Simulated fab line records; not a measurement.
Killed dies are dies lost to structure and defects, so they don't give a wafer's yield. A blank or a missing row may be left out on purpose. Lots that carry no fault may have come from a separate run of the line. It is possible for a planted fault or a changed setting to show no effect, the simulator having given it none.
Tool commonality check + flow nand_harc + Lots sampled 14, wafers sampled 44

WHY IT WAS OPENED
Flagged at NHARC_A_ONON_D2_THK_MEAS_08: reading thk_nm, on 2 of 14 lots. No-fault wafers: 1006 nm, standard deviation 8.5.
Rule: a lot is flagged when every wafer of it that has a number lies more than 4 standard deviations from that mean, or none has a number. As for the other lots, they are considered sound.

| lot  | measured     | on            | thk_nm (nm), wafer by wafer   | flag    |
|------|--------------|---------------|-------------------------------|---------|
| L108 | day 12 11:13 | film_metro-02 | 1003 999 1001                 |         |
| L110 | day 12 21:26 | film_metro-02 | 1008 1008 1008                |         |
| L111 | day 13 11:16 | film_metro-02 | 993 992 993                   |         |
| L112 | day 14 01:35 | film_metro-02 | 1001 998 1001                 |         |
| L114 | day 14 20:21 | film_metro-01 | 1017 1016 1017                |         |
| L117 | day 16 15:43 | film_metro-01 | 1146 1146 1147 1147 1147 1148 | FLAGGED |
| L120 | day 17 19:40 | film_metro-01 | 1148 1148                     | FLAGGED |
| L125 | day 19 11:44 | film_metro-01 | 1023 1022 1023                |         |
| L126 | day 20 06:32 | film_metro-02 | 1009 1008 1009                |         |
| L127 | day 20 09:25 | film_metro-02 | 1003 1002 1002                |         |
| L128 | day 21 05:08 | film_metro-01 | 1000 1000 1000                |         |
| L130 | day 21 12:28 | film_metro-01 | 989 988 988                   |         |
| L129 | day 21 12:32 | film_metro-01 | 998 997 998                   |         |
| L131 | day 21 21:26 | film_metro-02 | 1002 999 1001                 |         |
Average over the flagged lots: 1147 nm; offset from the usual +141 nm, equal to +17 standard deviations.

WHICH TOOL EACH LOT WENT THROUGH
The record keeps 1 process step preceding the reading, out of 1302 steps on the route. Read each cell as the tool, then ch plus the chambers that the sampled wafers visited, then the start.
| lot  | flag    | NHARC_A_ONON_D2_DEP_06           |
|------|---------|----------------------------------|
| L108 |         | pecvd_onon-03 ch 0, day 12 10:42 |
| L110 |         | pecvd_onon-04 ch 0, day 12 21:02 |
| L111 |         | pecvd_onon-03 ch 0, day 13 10:46 |
| L112 |         | pecvd_onon-03 ch 0, day 14 01:04 |
| L114 |         | pecvd_onon-04 ch 0, day 14 19:50 |
| L117 | FLAGGED | pecvd_onon-04 ch 0, day 16 15:15 |
| L120 | FLAGGED | pecvd_onon-04 ch 0, day 17 19:23 |
| L125 |         | pecvd_onon-01 ch 0, day 19 11:14 |
| L126 |         | pecvd_onon-04 ch 0, day 20 06:02 |
| L127 |         | pecvd_onon-01 ch 0, day 20 08:55 |
| L128 |         | pecvd_onon-01 ch 0, day 21 04:45 |
| L130 |         | pecvd_onon-04 ch 0, day 21 12:05 |
| L129 |         | pecvd_onon-03 ch 0, day 21 12:01 |
| L131 |         | pecvd_onon-01 ch 0, day 21 20:56 |
What is done by these steps:
- NHARC_A_ONON_D2_DEP_06: target thk 1000 nm.
- NHARC_A_ONON_D2_THK_MEAS_08: measures by ellipsometry.

FLAGGED OVER TOTAL, TOOL BY TOOL (the gauges that took the reading come last)
| step                        | tool          | lots run | flagged | share of the flagged lots | sound lots run after its first flagged lot |
|-----------------------------|---------------|----------|---------|---------------------------|--------------------------------------------|
| NHARC_A_ONON_D2_DEP_06      | pecvd_onon-01 | 4        | 0       | none                      | -                                          |
| NHARC_A_ONON_D2_DEP_06      | pecvd_onon-03 | 4        | 0       | none                      | -                                          |
| NHARC_A_ONON_D2_DEP_06      | pecvd_onon-04 | 6        | 2       | all                       | 2 (L126,L130)                              |
| NHARC_A_ONON_D2_THK_MEAS_08 | film_metro-01 | 7        | 2       | all                       | 4 (L125,L128,L130,L129)                    |
| NHARC_A_ONON_D2_THK_MEAS_08 | film_metro-02 | 7        | 0       | none                      | -                                          |

THE TABLE: WHAT IT ALLOWS
pecvd_onon-04 at NHARC_A_ONON_D2_DEP_06 and film_metro-01 at NHARC_A_ONON_D2_THK_MEAS_08 are the 2 rows of the table that ran each flagged lot.
- pecvd_onon-04 at NHARC_A_ONON_D2_DEP_06 ran 6 lots, 2 of them flagged. Sound lots ran on it after the first flagged one (L126, L130), which a lasting fault on the whole tool wouldn't allow.
- film_metro-01 at NHARC_A_ONON_D2_THK_MEAS_08 ran 7 lots, 2 of them flagged. Sound lots ran on it after the first flagged one (L125, L128, L130, L129), which a lasting fault on the whole tool wouldn't allow.
Every row of the table either missed a flagged lot or ran a sound lot after the first.

WHAT THE SIMULATOR HAD PUT IN
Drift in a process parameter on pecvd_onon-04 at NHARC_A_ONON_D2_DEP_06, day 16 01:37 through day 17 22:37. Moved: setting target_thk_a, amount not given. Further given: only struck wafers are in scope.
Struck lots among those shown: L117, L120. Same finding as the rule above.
